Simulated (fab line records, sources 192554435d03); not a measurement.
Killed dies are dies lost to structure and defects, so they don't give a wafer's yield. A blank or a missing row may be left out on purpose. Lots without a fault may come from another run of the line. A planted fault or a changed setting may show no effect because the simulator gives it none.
Problem report in the 8D (eight disciplines) form, filled by code | flow n5_finfet | the parts of the form that need people (team, actions taken, sign-off) are left out

1. THE PROBLEM
bias_w at N5_BEOL_M6_ETCH_66 reads a mean of 180.8 W on 2 wafers of 2 lots; wafers without a fault read 150.0 W with a standard deviation of 0.44. That is +70 standard deviations from the usual mean.
The step: etches SOC in N2/H2, target depth 80 nm, overetch 16 nm, time 120 s.
First seen on wafer L320.4, day 10 01:26, on rie_diel-02. The record holds 30 wafers of 10 lots with a number at this step. Rule for "out", or "out of limits": more than 4 standard deviations from the usual mean. The other wafers with a number count as sound.

2. WHAT IT IS AND WHAT IT IS NOT
question                    | is                | is not
which readings at this step | bias_w, rf_vpp_V  | drypump_motor_current_A, oes_product_au, showerhead_plenum_p_Torr, throttle_valve_pct
which lots                  | L320, L322        | L317, L331, L332, L334, L335, L337, L338, L339
which wafers of those lots  | L320.4, L322.6    | L320.1, L320.3, L322.2, L322.3
read on which tools         | rie_diel-02       | rie_diel-01, rie_diel-04
when                        | from day 10 01:26 | up to then (5 sound wafers); but 23 sound wafers of L322, L331, L332, L334, L335, L337, L338, L339 came after

3. SUSPECTS, AND WHAT RULES EACH OUT
Counting: a tool at a process step up to the reading stays a suspect if it ran every lot that is out. Sound lots after the first of them don't rule it out here, since some wafers of a struck lot are sound.
- rie_diel-02 at N5_BEOL_M6_ETCH_66 (etches SOC in N2/H2, target depth 80 nm, overetch 16 nm, time 120 s): kept. It ran every lot that is out, first L320 (day 10 01:26); its last sound lot up to then is L317 (day 9 04:26). Its own readings are out on those wafers: bias_w, rf_vpp_V.
- Within rie_diel-02 at N5_BEOL_M6_ETCH_66: the wafers that are out ran in chamber 3; their sound lot-mates ran in chambers 0, 1, 2.
Left after counting: rie_diel-02 at N5_BEOL_M6_ETCH_66.

4. THE CAUSE (what the simulator had put in)
Process parameter drift: rie_diel-02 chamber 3, from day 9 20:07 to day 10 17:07, at N5_BEOL_M6_ETCH_66. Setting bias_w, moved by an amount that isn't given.
Counting left only this tool.

5. THE CHAIN OF EFFECTS, in route order
Each row: a reading whose mean over the struck wafers that have a number lies more than 3 standard deviations from the usual. Only readings for which the record gives a usual standard deviation are gone through. hours: the time from each lot's start at the first step in this table that gives one to its start at this step, as a median over the lots. sigmas: the change in usual standard deviations.
hours | step               | reading  | usual   | on struck wafers | change | sigmas
0     | N5_BEOL_M6_ETCH_66 | bias_w   | 150.0 W | 180.8            | +30.8  | +70
0     | N5_BEOL_M6_ETCH_66 | rf_vpp_V | 524.6 V | 592.3            | +67.7  | +34
The process steps in it:
- N5_BEOL_M6_ETCH_66: etches SOC in N2/H2, target depth 80 nm, overetch 16 nm, time 120 s.

6. WHAT WOULD HAVE CAUGHT IT SOONER
In this record the first reading out of limits was taken at day 10 01:26, 5 hours after the fault began at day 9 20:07.
